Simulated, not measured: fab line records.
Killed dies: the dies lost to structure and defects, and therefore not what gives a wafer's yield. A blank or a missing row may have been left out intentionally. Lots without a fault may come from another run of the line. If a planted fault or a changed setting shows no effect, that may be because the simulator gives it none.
Chamber matching || flow n5-finfet || N5_HKMG_FIN_HK_ALD_01 on ald-hk-03 has 4 sister chambers
The step deposits HfO2, target thk 1.6 nm, pulse time 3 s, purge time 3 s. 18 wafers are shown with their chamber, then 9 later ones without.

== WAFERS WITH THEIR CHAMBER ==
{"wafer": "L080.2", "chamber": 0, "precursor-pulse-height-rel": 0.989}
{"wafer": "L080.5", "chamber": 0, "precursor-pulse-height-rel": 1.033}
{"wafer": "L080.6", "chamber": 1, "precursor-pulse-height-rel": 1.005}
{"wafer": "L081.1", "chamber": 3, "precursor-pulse-height-rel": 0.975}
{"wafer": "L081.2", "chamber": 1, "precursor-pulse-height-rel": 1.005}
{"wafer": "L081.6", "chamber": 0, "precursor-pulse-height-rel": 0.998}
{"wafer": "L084.1", "chamber": 2, "precursor-pulse-height-rel": 0.999}
{"wafer": "L084.3", "chamber": 3, "precursor-pulse-height-rel": 1.036}
{"wafer": "L084.6", "chamber": 0, "precursor-pulse-height-rel": 1.012}
{"wafer": "L085.3", "chamber": 1, "precursor-pulse-height-rel": 0.973}
{"wafer": "L085.4", "chamber": 3, "precursor-pulse-height-rel": 1.044}
{"wafer": "L085.5", "chamber": 2, "precursor-pulse-height-rel": 0.986}
{"wafer": "L089.1", "chamber": 3, "precursor-pulse-height-rel": 0.980}
{"wafer": "L089.3", "chamber": 1, "precursor-pulse-height-rel": 0.996}
{"wafer": "L089.6", "chamber": 1, "precursor-pulse-height-rel": 0.995}
{"wafer": "L090.1", "chamber": 3, "precursor-pulse-height-rel": 0.999}
{"wafer": "L090.3", "chamber": 0, "precursor-pulse-height-rel": 1.011}
{"wafer": "L090.5", "chamber": 1, "precursor-pulse-height-rel": 0.990}

SIGNATURES, as means of the wafers listed above
{"reading": "precursor-pulse-height-rel", "chamber 0": 1.00860, "chamber 1": 0.99400, "chamber 2": 0.99250, "chamber 3": 1.00680, "scatter within a chamber": 0.0206}
Rule: for a wafer and a chamber, the distance is found by dividing, reading by reading, the gap between the wafer's reading and the chamber's mean by the reading's scatter, squaring, summing and taking the root. If the next closest chamber is less than 2 further off than the closest, the wafer can't be placed; otherwise it belongs to the closest. How the scatter is found: for the shown wafers, subtract from each reading the mean of its chamber, square and add these, divide the total by (wafers less chambers), then take the root.

== WAFERS WITH NO CHAMBER GIVEN ==
{"wafer": "L093.1", "precursor-pulse-height-rel": 1.007}
{"wafer": "L093.2", "precursor-pulse-height-rel": 0.978}
{"wafer": "L093.4", "precursor-pulse-height-rel": 1.006}
{"wafer": "L094.2", "precursor-pulse-height-rel": 0.963}
{"wafer": "L094.4", "precursor-pulse-height-rel": 1.003}
{"wafer": "L094.6", "precursor-pulse-height-rel": 1.015}
{"wafer": "L097.3", "precursor-pulse-height-rel": 1.013}
{"wafer": "L097.4", "precursor-pulse-height-rel": 1.023}
{"wafer": "L097.5", "precursor-pulse-height-rel": 0.981}

== WHICH CHAMBER EACH WENT THROUGH ==
{"wafer": "L093.1", "from the rows above": "can't be placed: 3 or 0 or 1 or 2", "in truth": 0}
{"wafer": "L093.2", "from the rows above": "can't be placed: 2 or 1 or 3 or 0", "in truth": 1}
{"wafer": "L093.4", "from the rows above": "can't be placed: 3 or 0 or 1 or 2", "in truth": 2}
{"wafer": "L094.2", "from the rows above": "can't be placed: 2 or 1 or 3 or 0", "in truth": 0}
{"wafer": "L094.4", "from the rows above": "can't be placed: 3 or 0 or 1 or 2", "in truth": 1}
{"wafer": "L094.6", "from the rows above": "can't be placed: 0 or 3 or 1 or 2", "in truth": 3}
{"wafer": "L097.3", "from the rows above": "can't be placed: 0 or 3 or 1 or 2", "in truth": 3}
{"wafer": "L097.4", "from the rows above": "can't be placed: 0 or 3 or 1 or 2", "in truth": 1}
{"wafer": "L097.5", "from the rows above": "can't be placed: 2 or 1 or 3 or 0", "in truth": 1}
Correctly placed: 0 of 9. Can't be placed from these rows: 9 (the true chamber is among the candidates in 9). 0 placed wrongly.
